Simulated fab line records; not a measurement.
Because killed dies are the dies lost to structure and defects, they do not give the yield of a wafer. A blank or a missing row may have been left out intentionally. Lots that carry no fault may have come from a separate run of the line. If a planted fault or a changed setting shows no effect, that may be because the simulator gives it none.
Which tool is to blame? / flow n5 finfet / 10 lots, 30 wafers sampled, at 5 steps of a route of 1938

## WHAT THE GAUGES SHOWED, per wafer
N5_BEOL_M4_RC_MEAS_101.
lot=L441; measured=day 8 01:04; on=prober-01; DIBL_N (mV/V)=39.6 35.4 37.8; DIBL_P (mV/V)=41.3 36.2 39.6; IOFF_N (nA/um)=0.29 0.17 0.23; IOFF_P (nA/um)=0.36 0.22 0.32; ION_N (uA/um)=715 691 696; ION_P (uA/um)=484 470 480; SS_N (mV/dec)=72.7 71.5 72.1; SS_P (mV/dec)=74.8 73.3 74.0; VT_N (mV)=238 247 243; VT_P (mV)=-241 -246 -242
lot=L439; measured=day 8 09:23; on=prober-01; DIBL_N (mV/V)=34.7 33.8 37.8; DIBL_P (mV/V)=35.3 35.0 38.8; IOFF_N (nA/um)=0.13 0.13 0.20; IOFF_P (nA/um)=0.19 0.19 0.25; ION_N (uA/um)=665 687 689; ION_P (uA/um)=459 467 467; SS_N (mV/dec)=71.2 71.0 71.7; SS_P (mV/dec)=73.2 73.7 74.1; VT_N (mV)=251 249 246; VT_P (mV)=-253 -251 -249
lot=L440; measured=day 8 09:34; on=prober-02; DIBL_N (mV/V)=37.8 34.9 38.9; DIBL_P (mV/V)=36.7 33.9 38.6; IOFF_N (nA/um)=0.16 0.13 0.19; IOFF_P (nA/um)=0.19 0.17 0.23; ION_N (uA/um)=666 677 688; ION_P (uA/um)=450 462 463; SS_N (mV/dec)=71.9 69.7 71.8; SS_P (mV/dec)=73.9 73.0 73.7; VT_N (mV)=249 252 248; VT_P (mV)=-254 -255 -251
lot=L449; measured=day 10 14:43; on=prober-02; DIBL_N (mV/V)=40.1 38.5 42.5; DIBL_P (mV/V)=39.8 38.5 42.6; IOFF_N (nA/um)=0.20 0.19 0.27; IOFF_P (nA/um)=0.30 0.28 0.36; ION_N (uA/um)=671 681 700; ION_P (uA/um)=470 477 479; SS_N (mV/dec)=72.0 71.6 73.1; SS_P (mV/dec)=74.3 73.3 74.9; VT_N (mV)=249 246 244; VT_P (mV)=-244 -243 -242
lot=L448; measured=day 10 14:59; on=prober-01; DIBL_N (mV/V)=36.7 36.1 35.3; DIBL_P (mV/V)=37.0 36.3 35.5; IOFF_N (nA/um)=0.18 0.17 0.14; IOFF_P (nA/um)=0.25 0.24 0.24; ION_N (uA/um)=681 673 662; ION_P (uA/um)=472 471 462; SS_N (mV/dec)=71.6 72.1 71.9; SS_P (mV/dec)=73.8 73.8 73.0; VT_N (mV)=246 249 253; VT_P (mV)=-245 -248 -246
lot=L450; measured=day 10 16:55; on=prober-02; DIBL_N (mV/V)=34.7 41.5 35.7; DIBL_P (mV/V)=34.0 41.0 35.2; IOFF_N (nA/um)=0.14 0.31 0.15; IOFF_P (nA/um)=0.24 0.40 0.25; ION_N (uA/um)=676 701 664; ION_P (uA/um)=480 489 473; SS_N (mV/dec)=70.9 72.6 70.8; SS_P (mV/dec)=73.9 74.7 72.8; VT_N (mV)=251 239 253; VT_P (mV)=-245 -237 -245
lot=L457; measured=day 12 20:48; on=prober-02; DIBL_N (mV/V)=34.6 30.4 39.2; DIBL_P (mV/V)=34.2 29.0 40.9; IOFF_N (nA/um)=0.13 0.08 0.25; IOFF_P (nA/um)=0.19 0.12 0.31; ION_N (uA/um)=664 636 695; ION_P (uA/um)=457 441 474; SS_N (mV/dec)=70.7 69.9 71.6; SS_P (mV/dec)=73.0 71.5 74.1; VT_N (mV)=252 259 242; VT_P (mV)=-251 -257 -244
lot=L460; measured=day 13 03:29; on=prober-01; DIBL_N (mV/V)=37.4 39.8 38.5; DIBL_P (mV/V)=36.0 41.2 37.6; IOFF_N (nA/um)=0.18 0.25 0.21; IOFF_P (nA/um)=0.20 0.31 0.23; ION_N (uA/um)=687 707 683; ION_P (uA/um)=459 480 460; SS_N (mV/dec)=71.9 73.3 72.8; SS_P (mV/dec)=73.4 74.3 73.8; VT_N (mV)=249 244 247; VT_P (mV)=-252 -249 -250
lot=L459; measured=day 13 05:25; on=prober-02; DIBL_N (mV/V)=38.8 37.5 37.8; DIBL_P (mV/V)=40.2 39.5 38.9; IOFF_N (nA/um)=0.22 0.20 0.18; IOFF_P (nA/um)=0.29 0.29 0.25; ION_N (uA/um)=696 696 679; ION_P (uA/um)=472 480 466; SS_N (mV/dec)=72.0 72.4 72.2; SS_P (mV/dec)=74.7 74.3 74.3; VT_N (mV)=247 245 249; VT_P (mV)=-244 -244 -245
lot=L461; measured=day 13 10:34; on=prober-01; DIBL_N (mV/V)=33.4 37.3 35.5; DIBL_P (mV/V)=34.3 39.2 37.2; IOFF_N (nA/um)=0.12 0.20 0.15; IOFF_P (nA/um)=0.17 0.25 0.22; ION_N (uA/um)=671 687 670; ION_P (uA/um)=460 468 466; SS_N (mV/dec)=70.6 71.6 71.4; SS_P (mV/dec)=73.1 73.7 73.1; VT_N (mV)=256 246 251; VT_P (mV)=-255 -250 -250

## WHAT TOOL EACH LOT RAN ON (gives the tool, then ch and the chambers of the sampled wafers, and finally the start)
lot=L441; N5_BEOL_M3_ANNEAL_80=pvd sputter-01, day 7 14:38; N5_BEOL_M3_SPUTTER_81=pvd sputter-01, day 7 14:47; N5_BEOL_M3_ANNEAL_82=pvd sputter-01, day 7 14:52; N5_BEOL_M3_ANNEAL_87=pvd sputter-01, day 7 15:05
lot=L439; N5_BEOL_M3_ANNEAL_80=pvd sputter-02, day 7 16:28; N5_BEOL_M3_SPUTTER_81=pvd sputter-02, day 7 16:36; N5_BEOL_M3_ANNEAL_82=pvd sputter-02, day 7 16:41; N5_BEOL_M3_ANNEAL_87=pvd sputter-02, day 7 16:54
lot=L440; N5_BEOL_M3_ANNEAL_80=pvd sputter-02, day 7 19:46; N5_BEOL_M3_SPUTTER_81=pvd sputter-02, day 7 19:54; N5_BEOL_M3_ANNEAL_82=pvd sputter-02, day 7 19:59; N5_BEOL_M3_ANNEAL_87=pvd sputter-02, day 7 20:12
lot=L449; N5_BEOL_M3_ANNEAL_80=pvd sputter-02, day 10 02:40; N5_BEOL_M3_SPUTTER_81=pvd sputter-02, day 10 02:49; N5_BEOL_M3_ANNEAL_82=pvd sputter-02, day 10 02:53; N5_BEOL_M3_ANNEAL_87=pvd sputter-02, day 10 03:07
lot=L448; N5_BEOL_M3_ANNEAL_80=pvd sputter-01, day 10 03:04; N5_BEOL_M3_SPUTTER_81=pvd sputter-01, day 10 03:13; N5_BEOL_M3_ANNEAL_82=pvd sputter-01, day 10 03:17; N5_BEOL_M3_ANNEAL_87=pvd sputter-01, day 10 03:31
lot=L450; N5_BEOL_M3_ANNEAL_80=pvd sputter-01, day 10 05:39; N5_BEOL_M3_SPUTTER_81=pvd sputter-01, day 10 05:47; N5_BEOL_M3_ANNEAL_82=pvd sputter-01, day 10 05:52; N5_BEOL_M3_ANNEAL_87=pvd sputter-01, day 10 06:05
lot=L457; N5_BEOL_M3_ANNEAL_80=pvd sputter-01, day 12 08:39; N5_BEOL_M3_SPUTTER_81=pvd sputter-01, day 12 08:47; N5_BEOL_M3_ANNEAL_82=pvd sputter-01, day 12 08:52; N5_BEOL_M3_ANNEAL_87=pvd sputter-01, day 12 09:05
lot=L460; N5_BEOL_M3_ANNEAL_80=pvd sputter-01, day 12 15:05; N5_BEOL_M3_SPUTTER_81=pvd sputter-01, day 12 15:14; N5_BEOL_M3_ANNEAL_82=pvd sputter-01, day 12 15:19; N5_BEOL_M3_ANNEAL_87=pvd sputter-01, day 12 15:32
lot=L459; N5_BEOL_M3_ANNEAL_80=pvd sputter-02, day 12 18:59; N5_BEOL_M3_SPUTTER_81=pvd sputter-02, day 12 19:07; N5_BEOL_M3_ANNEAL_82=pvd sputter-02, day 12 19:12; N5_BEOL_M3_ANNEAL_87=pvd sputter-02, day 12 19:25
lot=L461; N5_BEOL_M3_ANNEAL_80=pvd sputter-01, day 12 21:02; N5_BEOL_M3_SPUTTER_81=pvd sputter-01, day 12 21:11; N5_BEOL_M3_ANNEAL_82=pvd sputter-01, day 12 21:16; N5_BEOL_M3_ANNEAL_87=pvd sputter-01, day 12 21:29
- N5_BEOL_M3_ANNEAL_80: time 240 s.
- N5_BEOL_M3_SPUTTER_81: material Cu, target thk 4.5 nm, time 8.29 s.
- N5_BEOL_M3_ANNEAL_82: time 240 s.
- N5_BEOL_M3_ANNEAL_87: time 240 s.

## WHAT THE TOOLS THEMSELVES READ (means of the sampled wafers that have a number; where no wafer has one, the mark that the record gives instead)
N5_BEOL_M3_ANNEAL_80.
lot=L441; tool=pvd sputter-01; heater power w (W)=789; susceptor temp C (C)=400.05
lot=L439; tool=pvd sputter-02; heater power w (W)=783; susceptor temp C (C)=399.98
lot=L440; tool=pvd sputter-02; heater power w (W)=661; susceptor temp C (C)=400.33
lot=L449; tool=pvd sputter-02; heater power w (W)=1018; susceptor temp C (C)=399.85
lot=L448; tool=pvd sputter-01; heater power w (W)=819; susceptor temp C (C)=399.83
lot=L450; tool=pvd sputter-01; heater power w (W)=802; susceptor temp C (C)=400.10
lot=L457; tool=pvd sputter-01; heater power w (W)=805; susceptor temp C (C)=399.84
lot=L460; tool=pvd sputter-01; heater power w (W)=855; susceptor temp C (C)=400.00
lot=L459; tool=pvd sputter-02; heater power w (W)=860; susceptor temp C (C)=400.10
lot=L461; tool=pvd sputter-01; heater power w (W)=853; susceptor temp C (C)=399.92

N5_BEOL_M3_SPUTTER_81.
lot=L441; tool=pvd sputter-01; chamber pressure pa (Pa)=0.07002; chuck gas flow sccm (sccm)=1.22; susceptor temp C (C)=-19.93; throttle valve pct (%)=29.7
lot=L439; tool=pvd sputter-02; chamber pressure pa (Pa)=0.07000; chuck gas flow sccm (sccm)=1.29; susceptor temp C (C)=-20.11; throttle valve pct (%)=31.7
lot=L440; tool=pvd sputter-02; chamber pressure pa (Pa)=0.06999; chuck gas flow sccm (sccm)=1.22; susceptor temp C (C)=-20.04; throttle valve pct (%)=32.1
lot=L449; tool=pvd sputter-02; chamber pressure pa (Pa)=-; chuck gas flow sccm (sccm)=-; susceptor temp C (C)=-; throttle valve pct (%)=-
lot=L448; tool=pvd sputter-01; chamber pressure pa (Pa)=-; chuck gas flow sccm (sccm)=-; susceptor temp C (C)=-; throttle valve pct (%)=-
lot=L450; tool=pvd sputter-01; chamber pressure pa (Pa)=-; chuck gas flow sccm (sccm)=-; susceptor temp C (C)=-; throttle valve pct (%)=-
lot=L457; tool=pvd sputter-01; chamber pressure pa (Pa)=0.07004; chuck gas flow sccm (sccm)=1.30; susceptor temp C (C)=-20.06; throttle valve pct (%)=30.7
lot=L460; tool=pvd sputter-01; chamber pressure pa (Pa)=0.06997; chuck gas flow sccm (sccm)=1.27; susceptor temp C (C)=-19.92; throttle valve pct (%)=29.6
lot=L459; tool=pvd sputter-02; chamber pressure pa (Pa)=0.07005; chuck gas flow sccm (sccm)=1.29; susceptor temp C (C)=-20.10; throttle valve pct (%)=31.4
lot=L461; tool=pvd sputter-01; chamber pressure pa (Pa)=0.06994; chuck gas flow sccm (sccm)=1.23; susceptor temp C (C)=-20.15; throttle valve pct (%)=30.5

N5_BEOL_M3_ANNEAL_82.
lot=L441; tool=pvd sputter-01; heater power w (W)=800; susceptor temp C (C)=400.10
lot=L439; tool=pvd sputter-02; heater power w (W)=798; susceptor temp C (C)=400.03
lot=L440; tool=pvd sputter-02; heater power w (W)=658; susceptor temp C (C)=399.82
lot=L449; tool=pvd sputter-02; heater power w (W)=1018; susceptor temp C (C)=400.07
lot=L448; tool=pvd sputter-01; heater power w (W)=815; susceptor temp C (C)=400.01
lot=L450; tool=pvd sputter-01; heater power w (W)=809; susceptor temp C (C)=399.87
lot=L457; tool=pvd sputter-01; heater power w (W)=814; susceptor temp C (C)=400.14
lot=L460; tool=pvd sputter-01; heater power w (W)=855; susceptor temp C (C)=400.23
lot=L459; tool=pvd sputter-02; heater power w (W)=870; susceptor temp C (C)=400.19
lot=L461; tool=pvd sputter-01; heater power w (W)=863; susceptor temp C (C)=400.07

N5_BEOL_M3_ANNEAL_87.
lot=L441; tool=pvd sputter-01; heater power w (W)=806; susceptor temp C (C)=400.02
lot=L439; tool=pvd sputter-02; heater power w (W)=774; susceptor temp C (C)=400.03
lot=L440; tool=pvd sputter-02; heater power w (W)=670; susceptor temp C (C)=399.84
lot=L449; tool=pvd sputter-02; heater power w (W)=997; susceptor temp C (C)=400.01
lot=L448; tool=pvd sputter-01; heater power w (W)=818; susceptor temp C (C)=400.02
lot=L450; tool=pvd sputter-01; heater power w (W)=819; susceptor temp C (C)=400.15
lot=L457; tool=pvd sputter-01; heater power w (W)=826; susceptor temp C (C)=400.16
lot=L460; tool=pvd sputter-01; heater power w (W)=847; susceptor temp C (C)=399.91
lot=L459; tool=pvd sputter-02; heater power w (W)=870; susceptor temp C (C)=400.06
lot=L461; tool=pvd sputter-01; heater power w (W)=863; susceptor temp C (C)=399.94

## THE ANSWER, worked out from the rows above alone
Rule: what is usual is taken from the lots themselves. The widest of any qualifying gaps counts: lots, ordered by their means at a reading, are off when they make up no more than a third of the lots, leave a main group of 4 or more, and stand apart from it by 3 or more times the standard deviation of that group's means. The tables above print the reading to a certain number of digits; a main group whose means all agree to those digits is not used. A lot without any number at a reading at which 4 lots or more have one is off too. Where the step has rows for the other lots, those lots are counted as sound. The gauges are gone through in route order, then the tools' own readings, and for those a lot's mean is taken as printed above. At the first step where some lot is off, the reading lying furthest off is the one used; lots without a number count as furthest.
Off at N5_BEOL_M3_SPUTTER_81 (chamber pressure pa): L449, L448, L450. Without a number there: L449, L448, L450. The main group: mean 0.07000 Pa, standard deviation 3.6e-05.
A tool fits if, at that step or a process step before it, it ran every lot that is off, and no sound lot after the first of them. None of those tried fits.

## WHAT WAS PUT IN BY THE SIMULATOR
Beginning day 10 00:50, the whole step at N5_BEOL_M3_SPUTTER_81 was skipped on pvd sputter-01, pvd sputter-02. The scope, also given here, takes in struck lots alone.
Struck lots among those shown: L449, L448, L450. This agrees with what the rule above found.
